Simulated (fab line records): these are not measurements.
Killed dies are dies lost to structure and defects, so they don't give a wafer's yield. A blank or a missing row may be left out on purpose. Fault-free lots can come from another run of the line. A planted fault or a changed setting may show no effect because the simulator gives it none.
A lot that was struck, set against a sound lot | flow nandHarc | 44 steps out of a route of 1159
Sound: wafers L691.1, L691.3, L691.6. The struck wafers were L680.1, L680.4. At the end, the cause is stated.
At each step with rows: each side's tool, then ch and its chambers, then its first start. Under that, the readings that differ: sound wafers | struck wafers | difference of the means | sigmas: that difference in standard deviations of wafers without a fault.
alike: readings with means less than 2 such deviations apart, plus words and numbers identical on both sides. not compared: withheld readings, readings lacking a value on some wafer, bounds such as >300 that could conceal the same value, and numbers that have no deviation in the record and whose values overlap.
The two part at a step that has a row with sigmas, a row that says differs or no value, or rows on one side only. Numbers that don't overlap but have no deviation are shown without sigmas and don't part them. A reading missing from all wafers of one side parts the sides only when that side holds two or more wafers.

first, 1 step without rows for these wafers: NHARC_A_CONTACT_DEVELOP_68 (develop time 35 s).
NHARC_A_CONTACT_CD_MEAS_69: target cd 200 nm.
  sound on cdSem-01 ch 0, day 20 18:08; struck on cdSem-03 ch 0, day 17 20:04
  alike: cdNm
NHARC_A_CONTACT_OVL_MEAS_70:
  sound: overlay-02 at day 20 18:13; struck: overlay-01 at day 17 20:09
  alike: overlayXNm, overlayYNm
NHARC_A_CONTACT_INSPECT_71:
  sound: defectInspect-01 at day 20 18:15; struck: defectInspect-02 at day 17 20:11
  alike: rawDefectCount
then, 1 step without rows for these wafers: NHARC_A_CONTACT_DESCUM_74 (chemistry O2, time 3 s).
NHARC_A_CONTACT_ETCH_75: etches the open film in CF4, target depth 39 nm, time 65 s.
  sound on rieDiel-01 ch 1,3, day 20 18:52; struck on rieDiel-11 ch 2,3, day 17 20:20
  alike: drypumpMotorCurrentA, oesProductAu, rfVppV, showerheadPlenumPTorr, throttleValvePct
  not compared: rfHoursCounterH
then, 1 step without rows for these wafers: NHARC_A_CONTACT_ETCH_76 (etches the open film in N2/H2, target depth 260 nm, time 475.3 s).
NHARC_A_CONTACT_ETCH_77: etches the open film in CF4/CHF3, target depth 72.6 nm, time 36.3 s.
  sound: rieDiel-01 ch 1,3; struck: rieDiel-11 ch 1,2
  alike: drypumpMotorCurrentA, oesProductAu, rfVppV, showerheadPlenumPTorr, throttleValvePct
  not compared: rfHoursCounterH
then, 4 steps without rows for these wafers: NHARC_A_CONTACT_ETCH_78 (etches the open film in O2/COS, target depth 2800 nm, time 728 s); NHARC_A_CONTACT_ETCH_124 (etches the open film in C4F8/O2/Ar, time 140 s, target depth 700 nm); NHARC_A_CONTACT_ETCH_125 (etches the open film in C4F8/O2/Ar, time 155 s, target depth 956 nm); NHARC_A_CONTACT_ETCH_126 (etches the open film in C4F8/O2/Ar, time 155 s, target depth 956 nm).
NHARC_A_CONTACT_ETCH_127: etches the open film in C4F8/O2/Ar, time 155 s, target depth 956 nm.
  sound on harCapEtch-01 ch 0,1, day 20 20:55; struck on harCapEtch-03 ch 0, day 17 21:53
  not compared: rfHoursCounterH
then, 4 steps without rows for these wafers: NHARC_A_CONTACT_ETCH_128 (etches the open film in C4F8/O2/Ar, time 155 s, target depth 956 nm); NHARC_A_CONTACT_ETCH_129 (etches the open film in C4F8/O2/Ar, time 155 s, target depth 956 nm); NHARC_A_CONTACT_ETCH_130 (etches the open film in C4F8/O2/Ar, time 155 s, target depth 956 nm); NHARC_A_CONTACT_ETCH_131 (etches the open film in C4F8/O2/Ar, time 155 s, target depth 956 nm).
NHARC_A_CONTACT_ETCH_132: etches the open film in C4F8/O2/Ar, time 156 s, target depth 958 nm.
  sound on harCapEtch-01 ch 0,1, day 20 21:38; struck on harCapEtch-03 ch 0, day 17 22:36
  not compared: rfHoursCounterH
then, 2 steps without rows for these wafers: NHARC_A_CONTACT_ETCH_133 (etches the open film in C4F8/O2/Ar, time 195 s, target depth 840 nm); NHARC_A_CONTACT_ETCH_91 (etches the open film in CH3F/O2, target depth 40 nm, time 85.7 s).
NHARC_A_CONTACT_ETCH_97: etches the open film in C4F6/O2, target depth 20 nm, time 10 s.
  sound on rieDiel-01 ch 1,3, day 20 22:31; struck on rieDiel-01 ch 1,3
  alike: drypumpMotorCurrentA, oesProductAu, rfVppV, showerheadPlenumPTorr, throttleValvePct
  not compared: rfHoursCounterH
NHARC_A_CONTACT_CD_MEAS_80:
  sound: cdSem-03 at day 20 22:35; struck: cdSem-01 at day 17 23:32
  alike: cdNm
then, 4 steps without rows for these wafers: NHARC_A_CONTACT_STRIP_103 (strips in N2/H2); NHARC_A_CONTACT_STRIP_104 (strips in CF4/CHF3); NHARC_A_CONTACT_STRIP_105 (strips in O2/COS); NHARC_A_CONTACT_ETCH_106 (etches the open film in CF4/O2, target depth 60 nm, overetch 6 nm, time 33 s).
NHARC_A_CONTACT_STRIP_82: strips in O2.
  sound: rieDiel-01 ch 1,2,3; struck: rieDiel-11 ch 0,1
  alike: drypumpMotorCurrentA, oesProductAu, rfVppV, showerheadPlenumPTorr, throttleValvePct
  not compared: rfHoursCounterH
then, 13 steps without rows for these wafers: NHARC_A_CONTACT_STRIP_83 (strips in post etch residue remover, time 600 s); NHARC_A_CONTACT_DEP_84 (deposits aC, target thk 2000 nm); NHARC_A_CONTACT_DEP_85 (deposits SiON, target thk 50 nm); NHARC_A_CONTACT_DEHYDRATE_00 (time 120 s); NHARC_A_CONTACT_HMDS_01 (time 30 s); NHARC_A_CONTACT_COAT_86 (time 75 s); NHARC_A_CONTACT_COAT_87 (time 65 s); NHARC_A_CONTACT_COAT_02 (resist thk 90 nm); NHARC_A_CONTACT_SOFTBAKE_03 (time 55 s); NHARC_A_CONTACT_EBR_04; NHARC_A_CONTACT_EXPOSE_05 (exposes mask A CC); NHARC_A_CONTACT_PEB_06 (peb time 65 s); NHARC_A_CONTACT_DEVELOP_07 (develop time 35 s).
NHARC_A_CONTACT_CD_MEAS_08: target cd 100 nm.
  sound on cdSem-02 ch 0, day 21 08:06; struck on cdSem-02 ch 0, day 18 03:26
  alike: cdNm
NHARC_A_CONTACT_OVL_MEAS_09:
  sound: overlay-01 at day 21 08:11; struck: overlay-01 at day 18 03:31
reading         | sound       | struck    | difference | sigmas
overlayXNm (nm) | 0.5 0.5 0.3 | -1.8 -2.1 | -2.4       | -2
  alike: overlayYNm
NHARC_A_CONTACT_DESCUM_13: chemistry O2, time 3 s.
  sound on rieDiel-12 ch 0,2, day 21 08:18; struck on rieDiel-11 ch 1,2, day 18 06:49
reading | sound | struck                                          | difference                   | sigmas
hold    | - - - | awaitDispo/3.0h/release awaitDispo/3.0h/release | no value on the sound wafers | 
  alike: drypumpMotorCurrentA, oesProductAu, rfVppV, showerheadPlenumPTorr, throttleValvePct
  not compared: rfHoursCounterH
-- jump in the record: it breaks off in module A_CONTACT and resumes in module END (first step shown: number 1159 of the route), and 2 days separate the struck wafers' starts before and after --
NHARC_END_SORT_01:
  sound on prober-01 ch 0, day 24 01:46; struck on prober-01 ch 0, day 20 17:54
reading       | sound    | struck | difference | sigmas
killedAtArray | 24 21 19 | 76 85  | +59        | +8
killedDies    | 24 26 22 | 79 86  | +58        | +7
  alike: killedAtOther, killedAtPeriphery, killedOpen, killedShort

WHERE THEY PART
Earliest at NHARC_A_CONTACT_OVL_MEAS_09; latest, in this record, at NHARC_END_SORT_01.

WHY: what had been put in by the simulator
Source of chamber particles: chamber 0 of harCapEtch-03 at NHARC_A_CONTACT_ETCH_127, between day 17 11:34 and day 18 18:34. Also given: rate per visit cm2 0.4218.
